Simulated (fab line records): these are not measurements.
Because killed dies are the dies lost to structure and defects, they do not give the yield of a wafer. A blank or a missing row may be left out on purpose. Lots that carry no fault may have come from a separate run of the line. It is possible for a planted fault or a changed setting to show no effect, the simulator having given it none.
fab line records || flow n5-finfet || part 2 of 2: steps 17 to 27 of 27
[record] {"lots": 5, "wafers": 15, "last-day": 14}
route steps=1938 shown BEOL_M3@965
lots that met no fault: taken from a fault-free run of the same line
start-h: start of the lot's first displayed wafer, in hours after the record's first day || wait-h: how many hours have passed since the lot's step before this one || " unchanged from the row above || L1.1+2: several wafers, shown together as one row || - no value, or no start was given || * or withheld: withheld || < > ~ a bound
route shown NAME@n: a module of which the file shows steps, and the number in the route of the first || usual: mean and standard deviation over wafers with no fault || same: alike in all rows || chamber/n: place in a boat || sites: the reading at each site || _std_site: the values' standard deviation || _edge_site: mean of outer sites minus mean of inner sites || radius-mm: for every site, how far away it sits from the centre of the wafer || mask NAME#n: copy n || behind: tool/chamber where the wafer was last shaped || hold: why the lot went on hold/how many hours it stayed there/how the hold came to an end || device: the n, p or np transistor that did not switch || end of line: the same wafers' tests at the end of the route || a step with no rows: only its recipe || killed: dies that structure and defects cost at the first sort, which is not the same as the wafer's yield || map: a wafer's dies, x killed, . not, _ none there
set.NAME: setting as actually run; set.NAME@STEP: the setting as run at that earlier step || model.NAME: the simulator's own value behind a step, which no gauge read
a table for each step, a row for each wafer; lots at some steps of the route
services: when a tool's chamber went out of use (start-h, in hours from the record's first day, below 0 if earlier), for how many hours, and the reason
[[steps]]
[step N5_BEOL_M3_ETCH_41]
[recipe] {"chemistry": "CH3F/O2", "target": "SiCN", "target-depth-a": 299, "taper-deg": 2, "time-s": 52.5, "ion-energy-ev": 120, "mask-material": "TiN", "pressure-mtorr": 30, "source-w": 395, "bias-w": 75, "Ar_flow_sccm": 150, "CH3F_flow_sccm": 30, "O2_flow_sccm": 20}
[usual] {"drypump-motor-current-A": "5.9/0.38", "oes-product-au": "0.75/0.07", "rf-vpp-V": "297.3/1.5", "showerhead-plenum-p-Torr": "2.00/0.057", "throttle-valve-pct": "16.39/0.19"}
{"lot.wafer": "L074.1", "tool": "rie-diel-05", "chamber": 3, "start-h": "-", "wait-h": "-", "drypump-motor-current-A": 6.1, "oes-product-au": 0.80, "rf-hours-counter-h": 87, "rf-vpp-V": 296.1, "showerhead-plenum-p-Torr": 1.94, "throttle-valve-pct": 16.28}
{"lot.wafer": "L074.4", "tool": "rie-diel-05", "chamber": 3, "start-h": "-", "wait-h": "-", "drypump-motor-current-A": 6.1, "oes-product-au": 0.80, "rf-hours-counter-h": "-", "rf-vpp-V": 295.6, "showerhead-plenum-p-Torr": 1.94, "throttle-valve-pct": 16.27}
{"lot.wafer": "L074.6", "tool": "rie-diel-05", "chamber": 0, "start-h": "-", "wait-h": "-", "drypump-motor-current-A": 6.1, "oes-product-au": 0.85, "rf-hours-counter-h": "-", "rf-vpp-V": 298.8, "showerhead-plenum-p-Torr": 2.02, "throttle-valve-pct": 16.36}
{"lot.wafer": "L075.2", "tool": "rie-diel-05", "chamber": 3, "start-h": "-", "wait-h": "-", "drypump-motor-current-A": 6.1, "oes-product-au": 0.80, "rf-hours-counter-h": 94, "rf-vpp-V": 295.2, "showerhead-plenum-p-Torr": 1.94, "throttle-valve-pct": 16.28}
{"lot.wafer": "L075.4", "tool": "rie-diel-05", "chamber": 2, "start-h": "-", "wait-h": "-", "drypump-motor-current-A": 5.4, "oes-product-au": 0.71, "rf-hours-counter-h": 183, "rf-vpp-V": 299.6, "showerhead-plenum-p-Torr": 2.07, "throttle-valve-pct": 16.24}
{"lot.wafer": "L075.6", "tool": "rie-diel-05", "chamber": 0, "start-h": "-", "wait-h": "-", "drypump-motor-current-A": 6.1, "oes-product-au": 0.84, "rf-hours-counter-h": "-", "rf-vpp-V": 297.8, "showerhead-plenum-p-Torr": 2.02, "throttle-valve-pct": 16.36}
{"lot.wafer": "L078.3", "tool": "rie-diel-02", "chamber": 2, "start-h": "-", "wait-h": "-", "drypump-motor-current-A": 6.3, "oes-product-au": 0.73, "rf-hours-counter-h": 167, "rf-vpp-V": 298.7, "showerhead-plenum-p-Torr": 2.07, "throttle-valve-pct": 16.42}
{"lot.wafer": "L078.5", "tool": "rie-diel-02", "chamber": 2, "start-h": "-", "wait-h": "-", "drypump-motor-current-A": 6.3, "oes-product-au": 0.73, "rf-hours-counter-h": "-", "rf-vpp-V": 298.9, "showerhead-plenum-p-Torr": 2.07, "throttle-valve-pct": 16.42}
{"lot.wafer": "L078.6", "tool": "rie-diel-02", "chamber": 3, "start-h": "-", "wait-h": "-", "drypump-motor-current-A": 5.9, "oes-product-au": 0.72, "rf-hours-counter-h": "-", "rf-vpp-V": 297.7, "showerhead-plenum-p-Torr": 1.99, "throttle-valve-pct": 16.25}
{"lot.wafer": "L085.2", "tool": "rie-diel-04", "chamber": 3, "start-h": "-", "wait-h": "-", "drypump-motor-current-A": 5.3, "oes-product-au": 1.01, "rf-hours-counter-h": 0, "rf-vpp-V": 296.0, "showerhead-plenum-p-Torr": 1.98, "throttle-valve-pct": 15.73}
{"lot.wafer": "L085.3", "tool": "rie-diel-04", "chamber": 1, "start-h": "-", "wait-h": "-", "drypump-motor-current-A": 5.2, "oes-product-au": 0.85, "rf-hours-counter-h": 49, "rf-vpp-V": 298.2, "showerhead-plenum-p-Torr": 2.04, "throttle-valve-pct": 16.33}
{"lot.wafer": "L085.6", "tool": "rie-diel-04", "chamber": 2, "start-h": "-", "wait-h": "-", "drypump-motor-current-A": 6.2, "oes-product-au": 0.72, "rf-hours-counter-h": "-", "rf-vpp-V": 295.2, "showerhead-plenum-p-Torr": 2.01, "throttle-valve-pct": 16.67}
{"lot.wafer": "L086.1", "tool": "rie-diel-05", "chamber": 3, "start-h": "-", "wait-h": "-", "drypump-motor-current-A": 6.1, "oes-product-au": 0.77, "rf-hours-counter-h": 110, "rf-vpp-V": 295.2, "showerhead-plenum-p-Torr": 1.93, "throttle-valve-pct": 16.32}
{"lot.wafer": "L086.3", "tool": "rie-diel-05", "chamber": 2, "start-h": "-", "wait-h": "-", "drypump-motor-current-A": 5.3, "oes-product-au": 0.69, "rf-hours-counter-h": 198, "rf-vpp-V": 299.0, "showerhead-plenum-p-Torr": 2.07, "throttle-valve-pct": 16.28}
{"lot.wafer": "L086.5", "tool": "rie-diel-05", "chamber": 1, "start-h": "-", "wait-h": "-", "drypump-motor-current-A": 6.3, "oes-product-au": 0.67, "rf-hours-counter-h": "-", "rf-vpp-V": 297.2, "showerhead-plenum-p-Torr": 2.06, "throttle-valve-pct": 16.36}
[step N5_BEOL_M3_STRIP_97]
[recipe] {"chemistry": "N2/H2", "time-s": 10, "power-w": 450, "temp-c": 40, "pressure-mtorr": 20, "rf-frequency-hz": 6e+07, "bias-power-w": 7, "n2-flow-sccm": 200, "h2-flow-sccm": 200}
[usual] {"drypump-motor-current-A": "5.9/0.38", "oes-product-au": "0.75/0.067", "rf-vpp-V": "59.2/0.8", "showerhead-plenum-p-Torr": "2.54/0.08", "throttle-valve-pct": "23.6/0.31"}
{"lot.wafer": "L074.1", "tool": "rie-diel-05", "chamber": 3, "start-h": "-", "wait-h": "-", "drypump-motor-current-A": 6.1, "oes-product-au": 0.80, "rf-hours-counter-h": 87, "rf-vpp-V": 58.3, "showerhead-plenum-p-Torr": 2.44, "throttle-valve-pct": 23.1}
{"lot.wafer": "L074.4", "tool": "rie-diel-05", "chamber": 3, "start-h": "-", "wait-h": "-", "drypump-motor-current-A": 6.1, "oes-product-au": 0.81, "rf-hours-counter-h": "-", "rf-vpp-V": 59.4, "showerhead-plenum-p-Torr": 2.44, "throttle-valve-pct": 23.1}
{"lot.wafer": "L074.6", "tool": "rie-diel-05", "chamber": 0, "start-h": "-", "wait-h": "-", "drypump-motor-current-A": 6.1, "oes-product-au": 0.84, "rf-hours-counter-h": "-", "rf-vpp-V": 58.7, "showerhead-plenum-p-Torr": 2.57, "throttle-valve-pct": 23.8}
{"lot.wafer": "L075.2", "tool": "rie-diel-05", "chamber": 3, "start-h": "-", "wait-h": "-", "drypump-motor-current-A": 6.2, "oes-product-au": 0.79, "rf-hours-counter-h": 94, "rf-vpp-V": 59.4, "showerhead-plenum-p-Torr": 2.44, "throttle-valve-pct": 23.1}
{"lot.wafer": "L075.4", "tool": "rie-diel-05", "chamber": 2, "start-h": "-", "wait-h": "-", "drypump-motor-current-A": 5.4, "oes-product-au": 0.72, "rf-hours-counter-h": 183, "rf-vpp-V": 59.9, "showerhead-plenum-p-Torr": 2.65, "throttle-valve-pct": 23.5}
{"lot.wafer": "L075.6", "tool": "rie-diel-05", "chamber": 0, "start-h": "-", "wait-h": "-", "drypump-motor-current-A": 6.1, "oes-product-au": 0.84, "rf-hours-counter-h": "-", "rf-vpp-V": 60.8, "showerhead-plenum-p-Torr": 2.56, "throttle-valve-pct": 23.8}
{"lot.wafer": "L078.3", "tool": "rie-diel-02", "chamber": 2, "start-h": "-", "wait-h": "-", "drypump-motor-current-A": 6.3, "oes-product-au": 0.74, "rf-hours-counter-h": 167, "rf-vpp-V": 59.7, "showerhead-plenum-p-Torr": 2.64, "throttle-valve-pct": 23.8}
{"lot.wafer": "L078.5", "tool": "rie-diel-02", "chamber": 2, "start-h": "-", "wait-h": "-", "drypump-motor-current-A": 6.3, "oes-product-au": 0.73, "rf-hours-counter-h": "-", "rf-vpp-V": 61.4, "showerhead-plenum-p-Torr": 2.64, "throttle-valve-pct": 23.8}
{"lot.wafer": "L078.6", "tool": "rie-diel-02", "chamber": 3, "start-h": "-", "wait-h": "-", "drypump-motor-current-A": 5.8, "oes-product-au": 0.72, "rf-hours-counter-h": "-", "rf-vpp-V": 58.5, "showerhead-plenum-p-Torr": 2.51, "throttle-valve-pct": 23.6}
{"lot.wafer": "L085.2", "tool": "rie-diel-04", "chamber": 3, "start-h": "-", "wait-h": "-", "drypump-motor-current-A": 5.3, "oes-product-au": 1.00, "rf-hours-counter-h": 0, "rf-vpp-V": 59.0, "showerhead-plenum-p-Torr": 2.49, "throttle-valve-pct": 22.8}
{"lot.wafer": "L085.3", "tool": "rie-diel-04", "chamber": 1, "start-h": "-", "wait-h": "-", "drypump-motor-current-A": 5.2, "oes-product-au": 0.87, "rf-hours-counter-h": 49, "rf-vpp-V": 60.0, "showerhead-plenum-p-Torr": 2.58, "throttle-valve-pct": 23.6}
{"lot.wafer": "L085.6", "tool": "rie-diel-04", "chamber": 2, "start-h": "-", "wait-h": "-", "drypump-motor-current-A": 6.2, "oes-product-au": 0.74, "rf-hours-counter-h": "-", "rf-vpp-V": 58.3, "showerhead-plenum-p-Torr": 2.52, "throttle-valve-pct": 23.6}
{"lot.wafer": "L086.1", "tool": "rie-diel-05", "chamber": 3, "start-h": "-", "wait-h": "-", "drypump-motor-current-A": 6.1, "oes-product-au": 0.77, "rf-hours-counter-h": 110, "rf-vpp-V": 59.5, "showerhead-plenum-p-Torr": 2.43, "throttle-valve-pct": 23.1}
{"lot.wafer": "L086.3", "tool": "rie-diel-05", "chamber": 2, "start-h": "-", "wait-h": "-", "drypump-motor-current-A": 5.3, "oes-product-au": 0.71, "rf-hours-counter-h": 198, "rf-vpp-V": 61.0, "showerhead-plenum-p-Torr": 2.64, "throttle-valve-pct": 23.5}
{"lot.wafer": "L086.5", "tool": "rie-diel-05", "chamber": 1, "start-h": "-", "wait-h": "-", "drypump-motor-current-A": 6.3, "oes-product-au": 0.67, "rf-hours-counter-h": "-", "rf-vpp-V": 61.0, "showerhead-plenum-p-Torr": 2.62, "throttle-valve-pct": 23.7}
[step N5_BEOL_M3_OCD_MEAS_38]
[usual] {"trench-depth-nm": "55.2/1"}
{"lot.wafer": "L074.1", "tool": "ocd-01", "chamber": "-", "start-h": 145.31, "wait-h": "-", "trench-depth-nm": 55.3}
{"lot.wafer": "L074.4", "tool": "ocd-01", "chamber": "-", "start-h": 145.31, "wait-h": "-", "trench-depth-nm": 56.9}
{"lot.wafer": "L074.6", "tool": "ocd-01", "chamber": "-", "start-h": 145.31, "wait-h": "-", "trench-depth-nm": 56.3}
{"lot.wafer": "L075.2", "tool": "ocd-02", "chamber": "-", "start-h": 163.64, "wait-h": "-", "trench-depth-nm": 56.2}
{"lot.wafer": "L075.4", "tool": "ocd-02", "chamber": "-", "start-h": 163.64, "wait-h": "-", "trench-depth-nm": 54.6}
{"lot.wafer": "L075.6", "tool": "ocd-02", "chamber": "-", "start-h": 163.64, "wait-h": "-", "trench-depth-nm": 56.1}
{"lot.wafer": "L078.3", "tool": "ocd-02", "chamber": "-", "start-h": 167.74, "wait-h": "-", "trench-depth-nm": 54.3}
{"lot.wafer": "L078.5", "tool": "ocd-02", "chamber": "-", "start-h": 167.74, "wait-h": "-", "trench-depth-nm": 54.6}
{"lot.wafer": "L078.6", "tool": "ocd-02", "chamber": "-", "start-h": 167.74, "wait-h": "-", "trench-depth-nm": 55.5}
{"lot.wafer": "L085.2", "tool": "ocd-01", "chamber": "-", "start-h": 212.27, "wait-h": "-", "trench-depth-nm": 55.8}
{"lot.wafer": "L085.3", "tool": "ocd-01", "chamber": "-", "start-h": 212.27, "wait-h": "-", "trench-depth-nm": 54.9}
{"lot.wafer": "L085.6", "tool": "ocd-01", "chamber": "-", "start-h": 212.27, "wait-h": "-", "trench-depth-nm": 55.9}
{"lot.wafer": "L086.1", "tool": "ocd-02", "chamber": "-", "start-h": 219.32, "wait-h": "-", "trench-depth-nm": 55.5}
{"lot.wafer": "L086.3", "tool": "ocd-02", "chamber": "-", "start-h": 219.32, "wait-h": "-", "trench-depth-nm": 53.6}
{"lot.wafer": "L086.5", "tool": "ocd-02", "chamber": "-", "start-h": 219.32, "wait-h": "-", "trench-depth-nm": 54.3}
[step N5_BEOL_M3_HM_STRIP_39]
[recipe] {"chemistry": "peroxide-tin-strip", "material": "TiN", "target-depth-a": 250, "temp-c": 50, "time-s": 158}
{"lot.wafer": "L074.1+4+6", "tool": "wet-bench-02", "chamber": "1,0,5", "start-h": 145.34, "wait-h": 0.0}
{"lot.wafer": "L075.2+4+6", "tool": "wet-bench-01", "chamber": "7,1,2", "start-h": 163.67, "wait-h": 0.0}
{"lot.wafer": "L078.3+5+6", "tool": "wet-bench-01", "chamber": "0,6,1", "start-h": 167.77, "wait-h": 0.0}
{"lot.wafer": "L085.2+3+6", "tool": "wet-bench-01", "chamber": "7,6,5", "start-h": 212.30, "wait-h": 0.0}
{"lot.wafer": "L086.1+3+5", "tool": "wet-bench-01", "chamber": "0,7,3", "start-h": 219.35, "wait-h": 0.0}
[step N5_BEOL_M3_SRD_40]
[recipe] {"time-s": 30, "temp-c": 23, "rinse-liquid": "diw", "dry": "ipa-marangoni"}
{"lot.wafer": "L074.1+4+6", "tool": "wet-bench-02", "chamber": "1,0,5", "start-h": 145.39, "wait-h": 0.0}
{"lot.wafer": "L075.2+4+6", "tool": "wet-bench-01", "chamber": "7,1,2", "start-h": 163.72, "wait-h": 0.0}
{"lot.wafer": "L078.3+5+6", "tool": "wet-bench-01", "chamber": "0,6,1", "start-h": 167.82, "wait-h": 0.0}
{"lot.wafer": "L085.2+3+6", "tool": "wet-bench-01", "chamber": "7,6,5", "start-h": 212.35, "wait-h": 0.0}
{"lot.wafer": "L086.1+3+5", "tool": "wet-bench-01", "chamber": "0,7,3", "start-h": 219.40, "wait-h": 0.0}
[step N5_BEOL_M3_PRECLEAN_42]
[recipe] {"chemistry": "residue-remover", "time-s": 60, "temp-c": 40}
{"lot.wafer": "L074.1+4+6", "tool": "wet-bench-02", "chamber": "1,0,5", "start-h": 145.40, "wait-h": 0.0}
{"lot.wafer": "L075.2+4+6", "tool": "wet-bench-01", "chamber": "7,1,2", "start-h": 163.74, "wait-h": 0.0}
{"lot.wafer": "L078.3+5+6", "tool": "wet-bench-01", "chamber": "0,6,1", "start-h": 167.83, "wait-h": 0.0}
{"lot.wafer": "L085.2+3+6", "tool": "wet-bench-01", "chamber": "7,6,5", "start-h": 212.37, "wait-h": 0.0}
{"lot.wafer": "L086.1+3+5", "tool": "wet-bench-01", "chamber": "0,7,3", "start-h": 219.42, "wait-h": 0.0}
[step N5_BEOL_M3_SRD_43]
[recipe] {"time-s": 30, "temp-c": 23, "rinse-liquid": "diw", "dry": "ipa-marangoni"}
{"lot.wafer": "L074.1+4+6", "tool": "wet-bench-02", "chamber": "1,0,5", "start-h": 145.42, "wait-h": 0.0}
{"lot.wafer": "L075.2+4+6", "tool": "wet-bench-01", "chamber": "7,1,2", "start-h": 163.75, "wait-h": 0.0}
{"lot.wafer": "L078.3+5+6", "tool": "wet-bench-01", "chamber": "0,6,1", "start-h": 167.85, "wait-h": 0.0}
{"lot.wafer": "L085.2+3+6", "tool": "wet-bench-01", "chamber": "7,6,5", "start-h": 212.38, "wait-h": 0.0}
{"lot.wafer": "L086.1+3+5", "tool": "wet-bench-01", "chamber": "0,7,3", "start-h": 219.43, "wait-h": 0.0}
[step N5_BEOL_M3_CD_MEAS_35]
[recipe] {"target-cd-nm": 18, "target-cd-y-nm": 21, "polarity": "opening"}
[usual] {"cd-nm": "18.1/0.37"}
{"lot.wafer": "L074.1", "tool": "cd-sem-01", "chamber": "-", "start-h": 145.46, "wait-h": 0.0, "cd-nm": 18.3}
{"lot.wafer": "L074.4", "tool": "cd-sem-01", "chamber": "-", "start-h": 145.46, "wait-h": 0.0, "cd-nm": 18.5}
{"lot.wafer": "L074.6", "tool": "cd-sem-01", "chamber": "-", "start-h": 145.46, "wait-h": 0.0, "cd-nm": 18.2}
{"lot.wafer": "L075.2", "tool": "cd-sem-02", "chamber": "-", "start-h": 163.79, "wait-h": 0.0, "cd-nm": 18.3}
{"lot.wafer": "L075.4", "tool": "cd-sem-02", "chamber": "-", "start-h": 163.79, "wait-h": 0.0, "cd-nm": 18.0}
{"lot.wafer": "L075.6", "tool": "cd-sem-02", "chamber": "-", "start-h": 163.79, "wait-h": 0.0, "cd-nm": 18.7}
{"lot.wafer": "L078.3", "tool": "cd-sem-01", "chamber": "-", "start-h": 167.89, "wait-h": 0.0, "cd-nm": 17.5}
{"lot.wafer": "L078.5", "tool": "cd-sem-01", "chamber": "-", "start-h": 167.89, "wait-h": 0.0, "cd-nm": 17.8}
{"lot.wafer": "L078.6", "tool": "cd-sem-01", "chamber": "-", "start-h": 167.89, "wait-h": 0.0, "cd-nm": 18.0}
{"lot.wafer": "L085.2", "tool": "cd-sem-02", "chamber": "-", "start-h": 212.43, "wait-h": 0.0, "cd-nm": 18.4}
{"lot.wafer": "L085.3", "tool": "cd-sem-02", "chamber": "-", "start-h": 212.43, "wait-h": 0.0, "cd-nm": 18.7}
{"lot.wafer": "L085.6", "tool": "cd-sem-02", "chamber": "-", "start-h": 212.43, "wait-h": 0.0, "cd-nm": 18.1}
{"lot.wafer": "L086.1", "tool": "cd-sem-01", "chamber": "-", "start-h": 219.47, "wait-h": 0.0, "cd-nm": 18.1}
{"lot.wafer": "L086.3", "tool": "cd-sem-01", "chamber": "-", "start-h": 219.47, "wait-h": 0.0, "cd-nm": 17.8}
{"lot.wafer": "L086.5", "tool": "cd-sem-01", "chamber": "-", "start-h": 219.47, "wait-h": 0.0, "cd-nm": 18.4}
[step N5_BEOL_M3_DEGAS_44]
[recipe] {"ambient": "vacuum", "temp-c": 250, "time-s": 60}
[usual] {"heater-power-w": "353/55"}
{"lot.wafer": "L074.1", "tool": "pvd-sputter-02", "chamber": "-", "start-h": 145.87, "wait-h": 0.4, "heater-power-w": 325}
{"lot.wafer": "L074.4", "tool": "pvd-sputter-02", "chamber": "-", "start-h": 145.87, "wait-h": 0.4, "heater-power-w": 324}
{"lot.wafer": "L074.6", "tool": "pvd-sputter-02", "chamber": "-", "start-h": 145.87, "wait-h": 0.4, "heater-power-w": 330}
{"lot.wafer": "L075.2", "tool": "pvd-sputter-01", "chamber": "-", "start-h": 164.32, "wait-h": 0.5, "heater-power-w": 329}
{"lot.wafer": "L075.4", "tool": "pvd-sputter-01", "chamber": "-", "start-h": 164.32, "wait-h": 0.5, "heater-power-w": 331}
{"lot.wafer": "L075.6", "tool": "pvd-sputter-01", "chamber": "-", "start-h": 164.32, "wait-h": 0.5, "heater-power-w": 443}
{"lot.wafer": "L078.3", "tool": "pvd-sputter-02", "chamber": "-", "start-h": 168.12, "wait-h": 0.2, "heater-power-w": 315}
{"lot.wafer": "L078.5", "tool": "pvd-sputter-02", "chamber": "-", "start-h": 168.12, "wait-h": 0.2, "heater-power-w": 319}
{"lot.wafer": "L078.6", "tool": "pvd-sputter-02", "chamber": "-", "start-h": 168.12, "wait-h": 0.2, "heater-power-w": 414}
{"lot.wafer": "L085.2", "tool": "pvd-sputter-01", "chamber": "-", "start-h": 212.71, "wait-h": 0.3, "heater-power-w": 436}
{"lot.wafer": "L085.3", "tool": "pvd-sputter-01", "chamber": "-", "start-h": 212.71, "wait-h": 0.3, "heater-power-w": 269}
{"lot.wafer": "L085.6", "tool": "pvd-sputter-01", "chamber": "-", "start-h": 212.71, "wait-h": 0.3, "heater-power-w": 425}
{"lot.wafer": "L086.1", "tool": "pvd-sputter-01", "chamber": "-", "start-h": 219.85, "wait-h": 0.4, "heater-power-w": 419}
{"lot.wafer": "L086.3", "tool": "pvd-sputter-01", "chamber": "-", "start-h": 219.85, "wait-h": 0.4, "heater-power-w": 261}
{"lot.wafer": "L086.5", "tool": "pvd-sputter-01", "chamber": "-", "start-h": 219.85, "wait-h": 0.4, "heater-power-w": 340}
[step N5_BEOL_M3_PRE_CLEAN_45]
[recipe] {"gas": "H2/He", "time-s": 30, "temp-c": 250}
[usual] {"heater-power-w": "353/55"}
{"lot.wafer": "L074.1", "tool": "pvd-sputter-02", "chamber": "-", "start-h": 145.91, "wait-h": 0.0, "heater-power-w": 330}
{"lot.wafer": "L074.4", "tool": "pvd-sputter-02", "chamber": "-", "start-h": 145.91, "wait-h": 0.0, "heater-power-w": 324}
{"lot.wafer": "L074.6", "tool": "pvd-sputter-02", "chamber": "-", "start-h": 145.91, "wait-h": 0.0, "heater-power-w": 327}
{"lot.wafer": "L075.2", "tool": "pvd-sputter-01", "chamber": "-", "start-h": 164.36, "wait-h": 0.0, "heater-power-w": 338}
{"lot.wafer": "L075.4", "tool": "pvd-sputter-01", "chamber": "-", "start-h": 164.36, "wait-h": 0.0, "heater-power-w": 327}
{"lot.wafer": "L075.6", "tool": "pvd-sputter-01", "chamber": "-", "start-h": 164.36, "wait-h": 0.0, "heater-power-w": 435}
{"lot.wafer": "L078.3", "tool": "pvd-sputter-02", "chamber": "-", "start-h": 168.16, "wait-h": 0.0, "heater-power-w": 317}
{"lot.wafer": "L078.5", "tool": "pvd-sputter-02", "chamber": "-", "start-h": 168.16, "wait-h": 0.0, "heater-power-w": 322}
{"lot.wafer": "L078.6", "tool": "pvd-sputter-02", "chamber": "-", "start-h": 168.16, "wait-h": 0.0, "heater-power-w": 401}
{"lot.wafer": "L085.2", "tool": "pvd-sputter-01", "chamber": "-", "start-h": 212.75, "wait-h": 0.0, "heater-power-w": 431}
{"lot.wafer": "L085.3", "tool": "pvd-sputter-01", "chamber": "-", "start-h": 212.75, "wait-h": 0.0, "heater-power-w": 264}
{"lot.wafer": "L085.6", "tool": "pvd-sputter-01", "chamber": "-", "start-h": 212.75, "wait-h": 0.0, "heater-power-w": 442}
{"lot.wafer": "L086.1", "tool": "pvd-sputter-01", "chamber": "-", "start-h": 219.89, "wait-h": 0.0, "heater-power-w": 441}
{"lot.wafer": "L086.3", "tool": "pvd-sputter-01", "chamber": "-", "start-h": 219.89, "wait-h": 0.0, "heater-power-w": 265}
{"lot.wafer": "L086.5", "tool": "pvd-sputter-01", "chamber": "-", "start-h": 219.89, "wait-h": 0.0, "heater-power-w": 330}
[step N5_BEOL_M3_ALD_84]
[recipe] {"material": "TaN", "target-thk-a": "*", "temp-c": 275, "ald-precursor-family": "PDMAT", "ald-co-reactant": "NH3", "pressure-torr": 3, "carrier-flow-sccm": 1500, "pulse-time-s": 2, "purge-time-s": 3, "co-reactant-purge-time-s": 2, "co-reactant-pulse-time-s": 3, "ald-cycles": 30, "precursor-vessel-temp-c": 75, "precursor-vessel-pressure-torr": 26.25, "precursor-vessel-carrier-sccm": 1000}
[usual] {"heater-power-w": "418/50", "precursor-vessel-carrier-sccm": "1000/3.1", "precursor-vessel-temp-c": "75.01/0.11"}
{"lot.wafer": "L074.1", "tool": "ald-metal-01", "chamber": 0, "start-h": 145.98, "wait-h": 0.0, "heater-power-w": 431, "precursor-vessel-carrier-sccm": 1002, "precursor-vessel-temp-c": 75.05}
{"lot.wafer": "L074.4", "tool": "ald-metal-01", "chamber": 2, "start-h": 145.98, "wait-h": 0.0, "heater-power-w": 473, "precursor-vessel-carrier-sccm": 1005, "precursor-vessel-temp-c": 75.02}
{"lot.wafer": "L074.6", "tool": "ald-metal-01", "chamber": 2, "start-h": 145.98, "wait-h": 0.0, "heater-power-w": 474, "precursor-vessel-carrier-sccm": 1004, "precursor-vessel-temp-c": 75.13}
{"lot.wafer": "L075.2", "tool": "ald-metal-01", "chamber": 1, "start-h": 164.42, "wait-h": 0.0, "heater-power-w": 438, "precursor-vessel-carrier-sccm": 996, "precursor-vessel-temp-c": 75.05}
{"lot.wafer": "L075.4", "tool": "ald-metal-01", "chamber": 3, "start-h": 164.42, "wait-h": 0.0, "heater-power-w": 397, "precursor-vessel-carrier-sccm": 1003, "precursor-vessel-temp-c": 75.00}
{"lot.wafer": "L075.6", "tool": "ald-metal-01", "chamber": 3, "start-h": 164.42, "wait-h": 0.0, "heater-power-w": 387, "precursor-vessel-carrier-sccm": 1005, "precursor-vessel-temp-c": 74.85}
{"lot.wafer": "L078.3", "tool": "ald-metal-01", "chamber": 3, "start-h": 168.22, "wait-h": 0.0, "heater-power-w": 383, "precursor-vessel-carrier-sccm": 997, "precursor-vessel-temp-c": 75.07}
{"lot.wafer": "L078.5", "tool": "ald-metal-01", "chamber": 2, "start-h": 168.22, "wait-h": 0.0, "heater-power-w": 471, "precursor-vessel-carrier-sccm": 1003, "precursor-vessel-temp-c": 74.87}
{"lot.wafer": "L078.6", "tool": "ald-metal-01", "chamber": 1, "start-h": 168.22, "wait-h": 0.0, "heater-power-w": 421, "precursor-vessel-carrier-sccm": 1008, "precursor-vessel-temp-c": 74.98}
{"lot.wafer": "L085.2", "tool": "ald-metal-02", "chamber": 2, "start-h": 212.81, "wait-h": 0.0, "heater-power-w": 475, "precursor-vessel-carrier-sccm": 999, "precursor-vessel-temp-c": 75.03}
{"lot.wafer": "L085.3", "tool": "ald-metal-02", "chamber": 0, "start-h": 212.81, "wait-h": 0.0, "heater-power-w": 384, "precursor-vessel-carrier-sccm": 1001, "precursor-vessel-temp-c": 75.03}
{"lot.wafer": "L085.6", "tool": "ald-metal-02", "chamber": 3, "start-h": 212.81, "wait-h": 0.0, "heater-power-w": 359, "precursor-vessel-carrier-sccm": 997, "precursor-vessel-temp-c": 75.06}
{"lot.wafer": "L086.1", "tool": "ald-metal-02", "chamber": 3, "start-h": 219.95, "wait-h": 0.0, "heater-power-w": 358, "precursor-vessel-carrier-sccm": 1000, "precursor-vessel-temp-c": 75.01}
{"lot.wafer": "L086.3", "tool": "ald-metal-02", "chamber": 2, "start-h": 219.95, "wait-h": 0.0, "heater-power-w": 486, "precursor-vessel-carrier-sccm": 997, "precursor-vessel-temp-c": 75.12}
{"lot.wafer": "L086.5", "tool": "ald-metal-02", "chamber": 2, "start-h": 219.95, "wait-h": 0.0, "heater-power-w": 488, "precursor-vessel-carrier-sccm": 994, "precursor-vessel-temp-c": 75.11}
[[services]]
{"tool": "pvd-sputter-02", "chamber": "-", "start-h": 124.42, "hours": 3.5, "kind": "repair"}
{"tool": "ald-sin-01", "chamber": 3, "start-h": 124.75, "hours": 5.7, "kind": "repair"}
{"tool": "ald-sin-01", "chamber": 3, "start-h": 131.07, "hours": 3.9, "kind": "repair"}
{"tool": "ald-metal-02", "chamber": 2, "start-h": 136.13, "hours": 25.2, "kind": "repair"}
{"tool": "ald-sin-01", "chamber": 1, "start-h": 137.73, "hours": 1.7, "kind": "repair"}
{"tool": "rie-diel-05", "chamber": 1, "start-h": 139.32, "hours": 17.3, "kind": "repair"}
{"tool": "rie-diel-02", "chamber": 3, "start-h": 143.02, "hours": 4.5, "kind": "repair"}
{"tool": "rie-diel-04", "chamber": 0, "start-h": 150.47, "hours": 3.8, "kind": "repair"}
{"tool": "rie-diel-02", "chamber": 3, "start-h": 155.23, "hours": 9.1, "kind": "repair"}
{"tool": "ald-sin-01", "chamber": 1, "start-h": 169.45, "hours": 5.0, "kind": "repair"}
{"tool": "ald-sin-01", "chamber": "-", "start-h": 176.97, "hours": 14.0, "kind": "pm"}
{"tool": "ald-sin-01", "chamber": 0, "start-h": 176.97, "hours": 14.0, "kind": "vent-cycle"}
{"tool": "ald-sin-01", "chamber": 1, "start-h": 176.97, "hours": 14.0, "kind": "vent-cycle"}
{"tool": "ald-sin-01", "chamber": 2, "start-h": 176.97, "hours": 14.0, "kind": "vent-cycle"}
{"tool": "ald-sin-01", "chamber": 3, "start-h": 176.97, "hours": 14.0, "kind": "vent-cycle"}
{"tool": "rie-diel-04", "chamber": 2, "start-h": 180.80, "hours": 8.5, "kind": "repair"}
{"tool": "rie-diel-04", "chamber": 3, "start-h": 189.27, "hours": "-", "kind": "clean"}
{"tool": "rie-diel-04", "chamber": 3, "start-h": 189.27, "hours": "-", "kind": "consumable-replace:focus-ring"}
{"tool": "rie-diel-04", "chamber": 3, "start-h": 189.27, "hours": 22.4, "kind": "scheduled-down"}
{"tool": "rie-diel-04", "chamber": 3, "start-h": 189.27, "hours": 22.4, "kind": "vent-cycle"}
{"tool": "rie-diel-02", "chamber": "-", "start-h": 189.99, "hours": 2.8, "kind": "pm"}
{"tool": "ald-sin-01", "chamber": 0, "start-h": 190.97, "hours": "-", "kind": "clean"}
{"tool": "ald-sin-01", "chamber": "-", "start-h": 210.29, "hours": 14.6, "kind": "pm"}
{"tool": "ald-metal-01", "chamber": "-", "start-h": 217.42, "hours": 8.7, "kind": "pm"}
